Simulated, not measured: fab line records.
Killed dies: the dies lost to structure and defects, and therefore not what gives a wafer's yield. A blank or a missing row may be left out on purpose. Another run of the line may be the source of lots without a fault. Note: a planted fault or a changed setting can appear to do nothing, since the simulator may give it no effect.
fab line records -- flow n5Finfet
record lots=7, wafers=21, lastDay=19
route steps=1938 shown BEOL_M3@1006 BEOL_M4@1111 PASSIVATION@1936
lots that met no fault: taken from a fault-free run of the same line
startH: start of the lot's first displayed wafer, in hours after the record's first day -- waitH: how many hours have passed since the lot's step before this one -- " same as the row above -- L1.1+2: a single row standing in for several wafers -- - either no value or no given start -- * or withheld: withheld -- < > ~ a bound
route shown NAME@n: names a module that has steps shown in the file, with the first one's number in the route -- usual: mean/standard deviation taken from wafers without a fault -- same: alike in all rows -- chamber/n: place in a boat -- sites: readings site by site -- _std_site: the standard deviation of these -- _edge_site: inner sites' mean taken away from outer sites' mean -- radiusMm: for every site, how far away it sits from the centre of the wafer -- mask NAME#n: copy n -- behind: the most recent tool/chamber to have shaped the wafer -- hold: the reason the lot was held/the length of the hold in hours/how it ended -- device: the transistor (n, p or np) that didn't switch -- end of line: the same wafers' tests at the end of the route -- for a step that has no rows: nothing shown but its recipe -- killed: dies that structure and defects cost at the first sort, which is not the same as the wafer's yield -- map: a wafer's dies, marking killed ones x, the rest . and places with no die _
set.NAME: the run value of the setting; set.NAME@STEP: its run value at that earlier step -- model.NAME: the simulator's own value behind a step, which no gauge read
certain route steps with their lots: each step a table, each wafer a row
services: when a tool's chamber went out of use (startH, in hours from the record's first day, below 0 if earlier), for how many hours, and the reason
## steps
# step N5_BEOL_M3_SPUTTER_92
# recipe material=Cu, targetThkA=45, tempC=-20, chamberPressurePa=0.07, powerW=withheld, timeS=8.29
# step N5_BEOL_M3_ANNEAL_93
# recipe tempC=400, timeS=240, ambient=vacuum
# usual heaterPowerW=840/110
lot.wafer,tool,chamber,startH,waitH,heaterPowerW
L409.2,pvdSputter-03,-,205.30,0.0,1063
L409.3,pvdSputter-03,-,205.30,0.0,871
L409.6,pvdSputter-03,-,205.30,0.0,721
L413.1,pvdSputter-01,-,210.70,0.0,711
L413.2,pvdSputter-01,-,210.70,0.0,803
L413.5,pvdSputter-01,-,210.70,0.0,795
L418.1,pvdSputter-02,-,269.39,0.0,759
L418.3,pvdSputter-02,-,269.39,0.0,881
L418.6,pvdSputter-02,-,269.39,0.0,757
L419.2,pvdSputter-02,-,272.58,0.0,1079
L419.4,pvdSputter-02,-,272.58,0.0,807
L419.5,pvdSputter-02,-,272.58,0.0,1060
L421.1,pvdSputter-02,-,276.42,0.0,805
L421.2,pvdSputter-02,-,276.42,0.0,1055
L421.6,pvdSputter-02,-,276.42,0.0,913
L422.1,pvdSputter-02,-,278.26,0.0,877
L422.2,pvdSputter-02,-,278.26,0.0,778
L422.4,pvdSputter-02,-,278.26,0.0,1068
L430.3,pvdSputter-02,-,312.15,0.0,743
L430.5,pvdSputter-02,-,312.15,0.0,759
L430.6,pvdSputter-02,-,312.15,0.0,816
# step N5_BEOL_M3_SPUTTER_94
# recipe material=Cu, targetThkA=45, tempC=-20, chamberPressurePa=0.07, powerW=withheld, timeS=8.29
# usual chamberPressurePa=0.07/0.00013, substrateTempC=-20.00/0.1, throttleValvePct=29.6/0.92
lot.wafer,tool,chamber,startH,waitH,chamberPressurePa,substrateTempC,throttleValvePct
L409.2,pvdSputter-03,-,205.44,0.1,0.07015,-20.01,29.3
L409.3,pvdSputter-03,-,205.44,0.1,0.07013,-19.99,30.0
L409.6,pvdSputter-03,-,205.44,0.1,0.07004,-19.72,29.8
L413.1,pvdSputter-01,-,210.84,0.1,0.07,-20.11,28.7
L413.2,pvdSputter-01,-,210.84,0.1,0.07004,-20.01,30.2
L413.5,pvdSputter-01,-,210.84,0.1,0.07002,-19.94,29.9
L418.1,pvdSputter-02,-,269.53,0.1,0.06984,-19.87,29.6
L418.3,pvdSputter-02,-,269.53,0.1,0.07024,-19.95,29.4
L418.6,pvdSputter-02,-,269.53,0.1,0.06985,-19.97,29.5
L419.2,pvdSputter-02,-,272.72,0.1,0.07008,-19.89,29.8
L419.4,pvdSputter-02,-,272.72,0.1,0.07007,-20.04,28.6
L419.5,pvdSputter-02,-,272.72,0.1,0.06985,-19.95,29.8
L421.1,pvdSputter-02,-,276.56,0.1,0.07025,-20.07,28.8
L421.2,pvdSputter-02,-,276.56,0.1,0.0701,-19.97,29.8
L421.6,pvdSputter-02,-,276.56,0.1,0.07018,-19.87,29.5
L422.1,pvdSputter-02,-,278.40,0.1,0.07013,-19.77,29.3
L422.2,pvdSputter-02,-,278.40,0.1,0.07006,-20.03,28.7
L422.4,pvdSputter-02,-,278.40,0.1,0.07017,-19.96,29.9
L430.3,pvdSputter-02,-,312.29,0.1,0.07004,-20.01,29.3
L430.5,pvdSputter-02,-,312.29,0.1,0.06996,-20.07,29.7
L430.6,pvdSputter-02,-,312.29,0.1,0.06995,-20.11,28.4
# step N5_BEOL_M3_ANNEAL_95
# recipe tempC=400, timeS=240, ambient=vacuum
# usual heaterPowerW=839/110
lot.wafer,tool,chamber,startH,waitH,heaterPowerW
L409.2,pvdSputter-03,-,205.52,0.0,1117
L409.3,pvdSputter-03,-,205.52,0.0,832
L409.6,pvdSputter-03,-,205.52,0.0,694
L413.1,pvdSputter-01,-,210.92,0.0,733
L413.2,pvdSputter-01,-,210.92,0.0,793
L413.5,pvdSputter-01,-,210.92,0.0,799
L418.1,pvdSputter-02,-,269.61,0.0,736
L418.3,pvdSputter-02,-,269.61,0.0,916
L418.6,pvdSputter-02,-,269.61,0.0,758
L419.2,pvdSputter-02,-,272.80,0.0,1072
L419.4,pvdSputter-02,-,272.80,0.0,790
L419.5,pvdSputter-02,-,272.80,0.0,1053
L421.1,pvdSputter-02,-,276.64,0.0,800
L421.2,pvdSputter-02,-,276.64,0.0,1068
L421.6,pvdSputter-02,-,276.64,0.0,888
L422.1,pvdSputter-02,-,278.48,0.0,876
L422.2,pvdSputter-02,-,278.48,0.0,797
L422.4,pvdSputter-02,-,278.48,0.0,1066
L430.3,pvdSputter-02,-,312.37,0.0,735
L430.5,pvdSputter-02,-,312.37,0.0,731
L430.6,pvdSputter-02,-,312.37,0.0,790
# step N5_BEOL_M3_SPUTTER_96
# recipe material=Cu, targetThkA=45, tempC=-20, chamberPressurePa=0.07, powerW=withheld, timeS=8.29
# step N5_BEOL_M3_ECD_50
# recipe material=Cu, targetThkA=3000
# step N5_BEOL_M3_ANNEAL_51
# recipe tempC=225, timeS=90, ambient=N2
# usual wafer_temp_C_max=225.94/0.25
lot.wafer,tool,chamber,startH,waitH,wafer_temp_C_max
L409.2,rtpAnneal-02,0,205.90,0.1,225.72
L409.3,rtpAnneal-02,0,205.90,0.1,225.79
L409.6,rtpAnneal-02,0,205.90,0.1,225.79
L413.1,rtpAnneal-01,0,211.25,0.1,226.09
L413.2,rtpAnneal-01,0,211.25,0.1,226.21
L413.5,rtpAnneal-01,0,211.25,0.1,226.23
L418.1,rtpAnneal-01,0,269.95,0.1,225.65
L418.3,rtpAnneal-01,0,269.95,0.1,225.89
L418.6,rtpAnneal-01,0,269.95,0.1,225.76
L419.2,rtpAnneal-02,0,273.27,0.2,225.75
L419.4,rtpAnneal-02,0,273.27,0.2,226.07
L419.5,rtpAnneal-02,0,273.27,0.2,225.81
L421.1,rtpAnneal-01,0,277.09,0.2,226.29
L421.2,rtpAnneal-01,0,277.09,0.2,226.16
L421.6,rtpAnneal-01,0,277.09,0.2,226.21
L422.1,rtpAnneal-02,0,278.81,0.1,225.68
L422.2,rtpAnneal-02,0,278.81,0.1,225.97
L422.4,rtpAnneal-02,0,278.81,0.1,225.86
L430.3,rtpAnneal-02,0,312.79,0.1,225.75
L430.5,rtpAnneal-02,0,312.79,0.1,226.45
L430.6,rtpAnneal-02,0,312.79,0.1,225.70
# step N5_BEOL_M3_CMP_52
# recipe stopOn=SiOC, tOverpolishS=6.8, downForcePsi=1, platenRpm=50, clearingPlatenDownForcePsi=1.5, clearingPlatenRpm=50, postCmpClean=cuAlkaline, targetThkNm=40, clearingPlatenPadVelocityMS=0.99484, padVelocityMS=0.99484
# step N5_BEOL_M3_THK_MEAS_53
# recipe thkMeasGauge=xrf, reads=Cu_of_BEOL_M3_ECD_50
# usual M3_THK=39.7/1.7
lot.wafer,tool,chamber,startH,waitH,M3_THK[nm]
L409.2,filmMetro-01,-,206.45,-,38.3
L409.3,filmMetro-01,-,206.45,-,37.9
L409.6,filmMetro-01,-,206.45,-,39.8
L413.1,filmMetro-02,-,211.85,-,40.3
L413.2,filmMetro-02,-,211.85,-,39.5
L413.5,filmMetro-02,-,211.85,-,41.4
L418.1,filmMetro-01,-,270.55,-,41.3
L418.3,filmMetro-01,-,270.55,-,40.0
L418.6,filmMetro-01,-,270.55,-,40.1
L419.2,filmMetro-02,-,273.82,-,43.0
L419.4,filmMetro-02,-,273.82,-,44.4
L419.5,filmMetro-02,-,273.82,-,44.7
L421.1,filmMetro-01,-,277.68,-,38.3
L421.2,filmMetro-01,-,277.68,-,41.3
L421.6,filmMetro-01,-,277.68,-,41.7
L422.1,filmMetro-01,-,279.40,-,38.3
L422.2,filmMetro-01,-,279.40,-,37.5
L422.4,filmMetro-01,-,279.40,-,39.6
L430.3,filmMetro-02,-,313.29,-,38.2
L430.5,filmMetro-02,-,313.29,-,38.8
L430.6,filmMetro-02,-,313.29,-,38.2
# step N5_BEOL_M3_PRE_CLEAN_60
# recipe gas=NH3/H2, timeS=15, tempC=*, rfPowerW=300
# usual heaterPowerW=104/10
lot.wafer,tool,chamber,startH,waitH,heaterPowerW
L409.2,cvdCo-01,2,206.48,0.0,107
L409.3,cvdCo-01,1,206.48,0.0,106
L409.6,cvdCo-01,0,206.48,0.0,97
L413.1,cvdCo-01,2,211.88,0.0,107
L413.2,cvdCo-01,1,211.88,0.0,108
L413.5,cvdCo-01,0,211.88,0.0,97
L418.1,cvdCo-01,1,271.04,0.5,109
L418.3,cvdCo-01,1,271.04,0.5,107
L418.6,cvdCo-01,1,271.04,0.5,105
L419.2,cvdCo-01,0,273.85,0.0,98
L419.4,cvdCo-01,1,273.85,0.0,109
L419.5,cvdCo-01,0,273.85,0.0,99
L421.1,cvdCo-01,0,277.72,0.0,98
L421.2,cvdCo-01,2,277.72,0.0,106
L421.6,cvdCo-01,2,277.72,0.0,107
L422.1,cvdCo-02,0,279.57,0.2,123
L422.2,cvdCo-02,2,279.57,0.2,95
L422.4,cvdCo-02,1,279.57,0.2,97
L430.3,cvdCo-02,0,313.33,0.0,118
L430.5,cvdCo-02,2,313.33,0.0,94
L430.6,cvdCo-02,0,313.33,0.0,125
# step N5_BEOL_M3_CO_CAP_55
# recipe material=Co, targetThkA=20, tempC=200, precursor=CCTBA/H2, pressureTorr=30, timeS=102.1
# step N5_BEOL_M3_PRE_CLEAN_56
# recipe gas=NH3, timeS=15, tempC=withheld, rfPowerW=300
# step N5_BEOL_M3_DEP_57
# recipe material=SiCN, targetThkA=80, tempC=withheld, precursor=3MS/NH3, pressureTorr=3, rfW=202, timeS=14
# usual chamberPressureTorr=2.999/0.0062, rfFwdPowerW=199.5/1, showerheadPlenumPTorr=3.658/0.013, throttleValvePct=8.9/0.48
lot.wafer,tool,chamber,startH,waitH,chamberPressureTorr,rfFwdPowerW,showerheadPlenumPTorr,throttleValvePct
L409.2,pecvd-04,2,206.64,0.0,2.992,199.3,3.650,8.5
L409.3,pecvd-04,1,206.64,0.0,2.995,200.0,3.676,9.0
L409.6,pecvd-04,1,206.64,0.0,3.002,200.4,3.672,8.5
L413.1,pecvd-01,0,212.05,0.0,3.000,199.1,3.654,9.2
L413.2,pecvd-01,1,212.05,0.0,2.985,200.6,3.637,8.3
L413.5,pecvd-01,1,212.05,0.0,3.000,201.1,3.638,8.6
L418.1,pecvd-01,2,271.25,0.0,-,-,-,-
L418.3,pecvd-01,0,271.25,0.0,-,-,-,-
L418.6,pecvd-01,0,271.25,0.0,-,-,-,-
L419.2,pecvd-04,2,274.01,0.0,-,-,-,-
L419.4,pecvd-04,1,274.01,0.0,-,-,-,-
L419.5,pecvd-04,0,274.01,0.0,-,-,-,-
L421.1,pecvd-01,0,277.88,0.0,-,-,-,-
L421.2,pecvd-01,1,277.88,0.0,-,-,-,-
L421.6,pecvd-01,1,277.88,0.0,-,-,-,-
L422.1,pecvd-03,0,279.73,0.0,2.985,198.5,3.673,9.5
L422.2,pecvd-03,2,279.73,0.0,2.999,199.5,3.666,8.5
L422.4,pecvd-03,0,279.73,0.0,2.990,198.9,3.659,9.8
L430.3,pecvd-04,1,313.49,0.0,3.002,200.3,3.683,8.5
L430.5,pecvd-04,2,313.49,0.0,3.006,199.8,3.651,8.5
L430.6,pecvd-04,1,313.49,0.0,3.000,200.5,3.680,8.8
# step N5_BEOL_M4_RC_MEAS_101
# usual DIBL_N=36.3/1.6, DIBL_P=36.4/2.1, IOFF_N=0.16/0.032, IOFF_P=0.22/0.044, ION_N=675/12, ION_P=463/8.3, SS_N=71.6/0.64, SS_P=73.3/0.67, VT_N=250/3.3, VT_P=-250/3.7
lot.wafer,tool,chamber,startH,waitH,DIBL_N[mV/V],DIBL_P[mV/V],IOFF_N[nA/um],IOFF_P[nA/um],ION_N[uA/um],ION_P[uA/um],SS_N[mV/dec],SS_P[mV/dec],VT_N[mV],VT_P[mV]
L409.2,prober-01,0,227.55,0.2,36.0,36.3,0.17,0.22,677,463,72.1,73.3,249,-250
L409.3,prober-01,0,227.55,0.2,34.7,34.8,0.14,0.20,658,457,70.6,73.0,251,-252
L409.6,prober-01,0,227.55,0.2,37.1,37.8,0.19,0.25,683,473,72.3,73.5,248,-247
L413.1,prober-02,0,232.19,0.0,36.9,35.8,0.16,0.20,686,462,71.2,72.5,248,-251
L413.2,prober-02,0,232.19,0.0,37.4,36.2,0.18,0.22,687,459,71.3,72.7,246,-248
L413.5,prober-02,0,232.19,0.0,39.1,38.6,0.21,0.25,685,463,72.0,73.3,247,-247
L422.1,prober-02,0,300.26,0.0,35.5,35.0,0.14,0.19,671,459,71.4,72.9,250,-247
L422.2,prober-02,0,300.26,0.0,38.9,39.4,0.20,0.25,672,458,72.8,73.9,248,-247
L422.4,prober-02,0,300.26,0.0,37.8,37.6,0.18,0.23,685,468,72.6,73.3,249,-248
L430.3,prober-02,0,354.79,0.3,38.2,40.3,0.19,0.23,686,464,72.5,74.5,246,-249
L430.5,prober-02,0,354.79,0.3,33.0,33.1,0.10,0.13,661,447,71.4,71.3,259,-259
L430.6,prober-02,0,354.79,0.3,36.2,37.2,0.14,0.18,674,456,71.7,73.7,252,-254
# step N5_PASSIVATION_PROBE_49
# usual defectLimitedYield=91.4/1.2, killed_at_M0_to_M3=35/11, killed_at_M4_up=14/6, killedAtContacts=12/6.7, killedAtFrontEnd=37/9.7, killedAtOther=3.5/2.5, killedDies=102/15, killedOnRim=13/3.6, killedOpen=67/12, killedShort=33/7.3, sort_bin_5_function=5.1/0.81, sort_bin_6_memory=3.2/0.65, sortNPass=1078/15, sortYieldPct=91.4/1.2
# same grossDies=1180, killedAtBackSide=0, sort_bin_4_leakage[%]=0, sort_bin_8_speed[%]=0
lot.wafer,tool,chamber,startH,waitH,defectLimitedYield[%],killed_at_M0_to_M3,killed_at_M4_up,killedAtContacts,killedAtFrontEnd,killedAtOther,killedDies,killedOnRim,killedOpen,killedShort,sort_bin_5_function[%],sort_bin_6_memory[%],sortNPass,sortYieldPct[%]
L421.1,prober-02,-,389.64,0.0,0,1118,19,5,36,2,1180,152,64,28,97.5,2.4,0,0
L421.2,prober-02,-,389.69,0.1,0,1103,29,5,38,5,1180,152,84,27,96.6,3.1,0,0
L421.6,prober-02,-,389.89,0.3,0,1115,13,18,29,5,1180,152,58,38,96.5,3.3,0,0
L418.1,prober-02,-,390.19,0.0,0,1110,12,10,41,7,1180,152,64,47,96.3,3.2,0,0
L418.3,prober-02,-,390.29,0.1,0,1123,3,13,40,1,1180,152,64,33,96.1,3.4,0,0
L418.6,prober-02,-,390.44,0.3,0,1107,18,9,43,3,1180,152,67,35,96.3,3.4,0,0
L419.2,prober-01,-,396.91,0.1,0,1130,20,8,21,1,1180,152,66,26,96.6,3.1,0,0
L419.4,prober-01,-,397.01,0.2,0,1107,20,16,34,3,1180,152,87,32,95.6,3.9,0,0
L419.5,prober-01,-,397.06,0.2,0,1077,34,14,46,9,1180,152,97,36,94.7,4.9,0,0
# killed by level:class
L421.1 BEOL_M3:areaDep=1087 STI_FIN_REVEAL:geometricParticle:open=10 BEOL_M4:geometricParticle:open=10 BEOL_M0_SAQP:geometricParticle:short=6 FIN_SAQP:geometricParticle:open=5 BEOL_M2:geometricParticle:open=5 MOL_CONTACT_COAG:geometricParticle:open=4 BEOL_M1:geometricParticle:open=4
L421.2 BEOL_M3:areaDep=1069 BEOL_M4:geometricParticle:open=14 BEOL_M3:geometricParticle:open=11 FIN_SAQP:geometricParticle:open=10 DUMMY_GATE:geometricParticle:open=10 BEOL_M4:geometricParticle:short=5 GATE_CUT:geometricParticle:short=4 GATE_CUT:geometricParticle:open=4
L421.6 BEOL_M3:areaDep=1084 MOL_CONTACT_COAG:geometricParticle:open=13 FIN_SAQP:geometricParticle:short=5 DUMMY_GATE:geometricParticle:open=5 MOL_CONTACT_COAG:geometricParticle:short=5 BEOL_M3:geometricParticle:open=5 BEOL_M0_SAQP:geometricParticle:open=5 BEOL_M2:geometricParticle:open=5
L418.1 BEOL_M3:areaDep=1068 STI_FIN_REVEAL:geometricParticle:open=13 BEOL_M0_SAQP:geometricParticle:short=10 BEOL_M4:geometricParticle:open=9 BEOL_M0_SAQP:geometricParticle:open=8 BEOL_M3:geometricParticle:open=8 BEOL_M3:geometricParticle:short=7 FIN_SAQP:geometricParticle:short=5
L418.3 BEOL_M3:areaDep=1083 MOL_CONTACT_COAG:geometricParticle:open=12 BEOL_M0_SAQP:geometricParticle:open=11 BEOL_M0_SAQP:geometricParticle:short=11 GATE_CUT:geometricParticle:short=9 STI_FIN_REVEAL:geometricParticle:open=7 STARTING-WAFER:geometricParticle:open=6 DUMMY_GATE:geometricParticle:open=5
L418.6 BEOL_M3:areaDep=1078 STI_FIN_REVEAL:geometricParticle:open=11 FIN_SAQP:geometricParticle:short=10 BEOL_M3:geometricParticle:open=9 GATE_CUT:geometricParticle:short=7 MOL_CONTACT_COAG:geometricParticle:open=7 BEOL_M4:geometricParticle:open=7 BEOL_M7:geometricParticle:open=5
L419.2 BEOL_M3:areaDep=1088 BEOL_M4:geometricParticle:open=14 BEOL_M0_SAQP:geometricParticle:open=11 BEOL_M0_SAQP:geometricParticle:short=10 BEOL_M2:geometricParticle:open=8 BEOL_M3:geometricParticle:open=8 MOL_CONTACT_COAG:geometricParticle:open=7 FIN_SAQP:geometricParticle:open=4
L419.4 BEOL_M3:areaDep=1060 BEOL_M0_SAQP:geometricParticle:open=25 BEOL_M4:geometricParticle:open=14 MOL_CONTACT_COAG:geometricParticle:open=13 BEOL_M0_SAQP:geometricParticle:short=10 DUMMY_GATE:geometricParticle:open=9 FIN_SAQP:geometricParticle:open=6 GATE_CUT:geometricParticle:short=5
L419.5 BEOL_M3:areaDep=1045 BEOL_M4:geometricParticle:open=14 MOL_CONTACT_COAG:geometricParticle:open=13 FIN_SAQP:geometricParticle:open=10 BEOL_M0_SAQP:geometricParticle:open=8 BEOL_M2:geometricParticle:open=8 PAD_METAL:geometricParticle:open=8 BEOL_M0_SAQP:geometricParticle:short=6
# map L418.1 (x killed, . not)
_________________xxxxxxxxxxxx________________
______________xxxxxxxxxxxxxxxxxx_____________
___________xxxxxxxxxxxxxxxxxxxxxxxx__________
__________xxxxxxxxxxxxxxxxxxxxxxxxxx_________
________xxxxxxxxxxxxxxxxxxxxxxxxxxxxxx_______
_______xxxxxxxxxxxxxxxxxxxxxxxxxxxxxxxx______
______xxxxxxxxxxxxxxxxxxxxxxxxxxxxxxxxxx_____
_____xxxxxxxxxxxxxxxxxxxxxxxxxxxxxxxxxxxx____
____xxxxxxxxxxxxxxxxxxxxxxxxxxxxxxxxxxxxxx___
___xxxxxxxxxxxxxxxxxxxxxxxxxxxxxxxxxxxxxxxx__
___xxxxxxxxxxxxxxxxxxxxxxxxxxxxxxxxxxxxxxxx__
__xxxxxxxxxxxxxxxxxxxxxxxxxxxxxxxxxxxxxxxxxx_
__xxxxxxxxxxxxxxxxxxxxxxxxxxxxxxxxxxxxxxxxxx_
_xxxxxxxxxxxxxxxxxxxxxxxxxxxxxxxxxxxxxxxxxxxx
_xxxxxxxxxxxxxxxxxxxxxxxxxxxxxxxxxxxxxxxxxxxx
_xxxxxxxxxxxxxxxxxxxxxxxxxxxxxxxxxxxxxxxxxxxx
_xxxxxxxxxxxxxxxxxxxxxxxxxxxxxxxxxxxxxxxxxxxx
_xxxxxxxxxxxxxxxxxxxxxxxxxxxxxxxxxxxxxxxxxxxx
_xxxxxxxxxxxxxxxxxxxxxxxxxxxxxxxxxxxxxxxxxxxx
_xxxxxxxxxxxxxxxxxxxxxxxxxxxxxxxxxxxxxxxxxxxx
_xxxxxxxxxxxxxxxxxxxxxxxxxxxxxxxxxxxxxxxxxxxx
__xxxxxxxxxxxxxxxxxxxxxxxxxxxxxxxxxxxxxxxxxx_
__xxxxxxxxxxxxxxxxxxxxxxxxxxxxxxxxxxxxxxxxxx_
___xxxxxxxxxxxxxxxxxxxxxxxxxxxxxxxxxxxxxxxx__
___xxxxxxxxxxxxxxxxxxxxxxxxxxxxxxxxxxxxxxxx__
____xxxxxxxxxxxxxxxxxxxxxxxxxxxxxxxxxxxxxx___
_____xxxxxxxxxxxxxxxxxxxxxxxxxxxxxxxxxxxx____
______xxxxxxxxxxxxxxxxxxxxxxxxxxxxxxxxxx_____
_______xxxxxxxxxxxxxxxxxxxxxxxxxxxxxxxx______
________xxxxxxxxxxxxxxxxxxxxxxxxxxxxxx_______
__________xxxxxxxxxxxxxxxxxxxxxxxxxx_________
___________xxxxxxxxxxxxxxxxxxxxxxxx__________
______________xxxxxxxxxxxxxxxxxx_____________
_________________xxxxxxxxxxxx________________
# map L419.2 (x killed, . not)
_________________xxxxxxxxxxxx________________
______________xxxxxxxxxxxxxxxxxx_____________
___________xxxxxxxxxxxxxxxxxxxxxxxx__________
__________xxxxxxxxxxxxxxxxxxxxxxxxxx_________
________xxxxxxxxxxxxxxxxxxxxxxxxxxxxxx_______
_______xxxxxxxxxxxxxxxxxxxxxxxxxxxxxxxx______
______xxxxxxxxxxxxxxxxxxxxxxxxxxxxxxxxxx_____
_____xxxxxxxxxxxxxxxxxxxxxxxxxxxxxxxxxxxx____
____xxxxxxxxxxxxxxxxxxxxxxxxxxxxxxxxxxxxxx___
___xxxxxxxxxxxxxxxxxxxxxxxxxxxxxxxxxxxxxxxx__
___xxxxxxxxxxxxxxxxxxxxxxxxxxxxxxxxxxxxxxxx__
__xxxxxxxxxxxxxxxxxxxxxxxxxxxxxxxxxxxxxxxxxx_
__xxxxxxxxxxxxxxxxxxxxxxxxxxxxxxxxxxxxxxxxxx_
_xxxxxxxxxxxxxxxxxxxxxxxxxxxxxxxxxxxxxxxxxxxx
_xxxxxxxxxxxxxxxxxxxxxxxxxxxxxxxxxxxxxxxxxxxx
_xxxxxxxxxxxxxxxxxxxxxxxxxxxxxxxxxxxxxxxxxxxx
_xxxxxxxxxxxxxxxxxxxxxxxxxxxxxxxxxxxxxxxxxxxx
_xxxxxxxxxxxxxxxxxxxxxxxxxxxxxxxxxxxxxxxxxxxx
_xxxxxxxxxxxxxxxxxxxxxxxxxxxxxxxxxxxxxxxxxxxx
_xxxxxxxxxxxxxxxxxxxxxxxxxxxxxxxxxxxxxxxxxxxx
_xxxxxxxxxxxxxxxxxxxxxxxxxxxxxxxxxxxxxxxxxxxx
__xxxxxxxxxxxxxxxxxxxxxxxxxxxxxxxxxxxxxxxxxx_
__xxxxxxxxxxxxxxxxxxxxxxxxxxxxxxxxxxxxxxxxxx_
___xxxxxxxxxxxxxxxxxxxxxxxxxxxxxxxxxxxxxxxx__
___xxxxxxxxxxxxxxxxxxxxxxxxxxxxxxxxxxxxxxxx__
____xxxxxxxxxxxxxxxxxxxxxxxxxxxxxxxxxxxxxx___
_____xxxxxxxxxxxxxxxxxxxxxxxxxxxxxxxxxxxx____
______xxxxxxxxxxxxxxxxxxxxxxxxxxxxxxxxxx_____
_______xxxxxxxxxxxxxxxxxxxxxxxxxxxxxxxx______
________xxxxxxxxxxxxxxxxxxxxxxxxxxxxxx_______
__________xxxxxxxxxxxxxxxxxxxxxxxxxx_________
___________xxxxxxxxxxxxxxxxxxxxxxxx__________
______________xxxxxxxxxxxxxxxxxx_____________
_________________xxxxxxxxxxxx________________
## services
tool,chamber,startH,hours,kind
pecvd-01,2,202.38,-,clean
pecvd-01,2,202.38,-,consumableReplace:showerhead
pecvd-01,2,202.38,29.0,scheduledDown
pecvd-01,2,202.38,29.0,ventCycle
pecvd-03,-,208.14,1.6,repair
cvdCo-02,-,209.89,6.7,repair
cvdCo-02,-,216.64,2.8,pm
pecvd-03,1,232.77,5.5,scheduledDown
pecvd-01,-,236.93,14.6,pm
pecvd-04,2,238.07,2.1,scheduledDown
pecvd-03,0,244.60,-,calibration
pecvd-01,-,266.95,2.8,pm
pecvd-01,1,278.52,4.2,repair
pecvd-01,2,284.94,19.7,repair
pecvd-04,-,296.71,4.4,repair
## key
firstSign step=N5_BEOL_M3_DEP_57, reading=toolRecord, direction=missing
effect step=N5_PASSIVATION_PROBE_49, reading=sort_bin_5_function, direction=up, sigmas=99+, usual=5.1, struck=96.2
moreKillsBornAt N5_BEOL_M3_DEP_57@pecvd-01=6469, N5_BEOL_M3_DEP_57@pecvd-04=3193
metAt N5_BEOL_M3_DEP_57
struckWafers L418.1,L418.3,L418.6,L419.2,L419.4,L419.5,L421.1,L421.2,L421.6
laterRowsLeftOut L418.1,L418.3,L418.6,L419.2,L419.4,L419.5,L421.1,L421.2,L421.6
onsetBetween 212.05 271.25
fault kind=skippedStepWhole, tool=pecvd-01,pecvd-04, chamber=-, onsetH=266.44, steps=N5_BEOL_M3_DEP_57, scope=struckLotsOnly
# laterRowsLeftOut: the simulator's readings of these wafers behind a module that went badly wrong aren't trusted and aren't shown, but for the sort
